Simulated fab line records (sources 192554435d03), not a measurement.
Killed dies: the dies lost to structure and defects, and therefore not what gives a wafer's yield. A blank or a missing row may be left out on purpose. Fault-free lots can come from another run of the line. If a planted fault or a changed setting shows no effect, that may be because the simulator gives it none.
Lot-split experiment    flow n5 finfet    21 wafers read from 7 lots, route of 1938 steps

== THE SPLIT ITSELF ==
At N5_HKMG_FIN_DESCUM_17 (chemistry O2, time 7.9 s), the setting time s was moved away from the recipe's 7.9 s on 7 of the 21 wafers read, by -16.9% to +20.7%. All remaining wafers had this setting at the recipe value.

The file shows no step between the split and the reading.

== THE READING ==
CAR-ArF_of_HKMG_FIN_COAT_06.thk nm (the simulator's own value, which no gauge read), in nm, at N5_HKMG_FIN_ETCH_31 (etches SiARC in CF4, target depth 45.5 nm, time 75.8 s). The file gives no usual value for it. The 14 wafers here that ran the recipe average 50.9 nm, standard deviation 0.23 nm.

wafer   tool, chamber at the split  time s as run, s  against the recipe  CAR-ArF_of_HKMG_FIN_COAT_06.thk nm, nm  against lot-mates on the recipe
L074.1  rie diel-04, 1              6.564             -16.9%              51.4                                    +1.0
L074.3  rie diel-04, 0              6.564             -16.9%              51.4                                    +1.0
L074.5  rie diel-04, 0              7.9               recipe              50.4                                    -
L078.1  rie diel-05, 2,0            7.9               recipe              51                                      -
L078.5  rie diel-05, 2,0            7.9               recipe              51                                      -
L078.2  rie diel-05, 0              9.539             +20.7%              50                                      -1.0
L080.1  rie diel-04, 0              8.497             +7.6%               50.6                                    -0.4
L080.3  rie diel-04, 3              7.9               recipe              51                                      -
L080.4  rie diel-04, 1              8.497             +7.6%               50.4                                    -0.6
L086.1  rie diel-02, 3,2            7.9               recipe              50.8                                    -
L086.3  rie diel-02, 3,2            7.9               recipe              50.8                                    -
L086.4  rie diel-02, 1              7.9               recipe              50.8                                    -
L087.1  rie diel-04, 2,3            7.9               recipe              50.8                                    -
L087.3  rie diel-04, 2,3            7.9               recipe              50.8                                    -
L087.2  rie diel-04, 1              7.9               recipe              51                                      -
L088.1  rie diel-05, 0,1            7.9               recipe              51.4                                    -
L088.2  rie diel-05, 2              7.9               recipe              50.8                                    -
L088.3  rie diel-05, 0,1            7.9               recipe              51.2                                    -
L096.2  rie diel-02, 3              9.091             +15.1%              50                                      -1.2
L096.3  rie diel-02, 2              7.9               recipe              51.2                                    -
L096.6  rie diel-02, 3              9.091             +15.1%              50.4                                    -0.8
Where a row lists several chambers, the file gives one row for several wafers and doesn't say which wafer went through which chamber.

THE FIT
A straight line over all 21 wafers: CAR-ArF_of_HKMG_FIN_COAT_06.thk nm changes by -0.0395 nm for each +1% of time s; r = -0.84; the points scatter about the line by 0.23 nm.
The same after taking each lot's own level away (the mean of its wafers on the recipe; 21 wafers): -0.0586 nm for each +1%; r = -0.96; scatter 0.14 nm.
On that fit, the largest move of time s shifts the reading by 1.2 nm.
From 50.40 to 51.20 nm: that is the span of the lots' own levels, equal to 3.4 times the standard deviation above.
Hence the slope depends on the lot-to-lot level, as the two fits are not the same.
Check: -1.31 nm against its lot-mates is what the line predicts for one of the wafers moved furthest among these (+20.7%) when that wafer is left out of the fit. Against them it came out at -1 nm.

== OTHER SPLITS ON THESE WAFERS ==
Note: prior to the reading, these wafers also went through further splits. Each is held against what the fit with the lots' levels taken away leaves over:
other split on the same wafers         wafers away from the commonest value  r with CAR-ArF_of_HKMG_FIN_COAT_06.thk nm (lot level and that fit taken away)
N5_SD_EPI_N_PEB_07 peb time s          6                                     -0.14
N5_SD_EPI_N_DEVELOP_08 develop time s  6                                     -0.04
N5_SDB_COAT_03 spin rpm                6                                     +0.01
N5_HKMG_FIN_EXPOSE_09 dose mj          12                                    -0.12

== THE WHOLE CHAIN: every reading that the file lists as answering this split, in the file's order ==
step                   what it does                                            reading                                                                              change (the file's fit)                 r (the file's)
N5_HKMG_FIN_DESCUM_17  chemistry O2, time 7.9 s                                CAR-ArF_of_HKMG_FIN_COAT_06.thk nm (the simulator's own value, which no gauge read)  -0.0582 nm for each +1% of the setting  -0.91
N5_HKMG_FIN_ETCH_31    etches SiARC in CF4, target depth 45.5 nm, time 75.8 s  CAR-ArF_of_HKMG_FIN_COAT_06.thk nm (the simulator's own value, which no gauge read)  -0.0565 nm for each +1% of the setting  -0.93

== FILE'S OWN FIT ==
CAR-ArF_of_HKMG_FIN_COAT_06.thk nm changes by -0.0565 nm for each +1% of time s, r = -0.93.
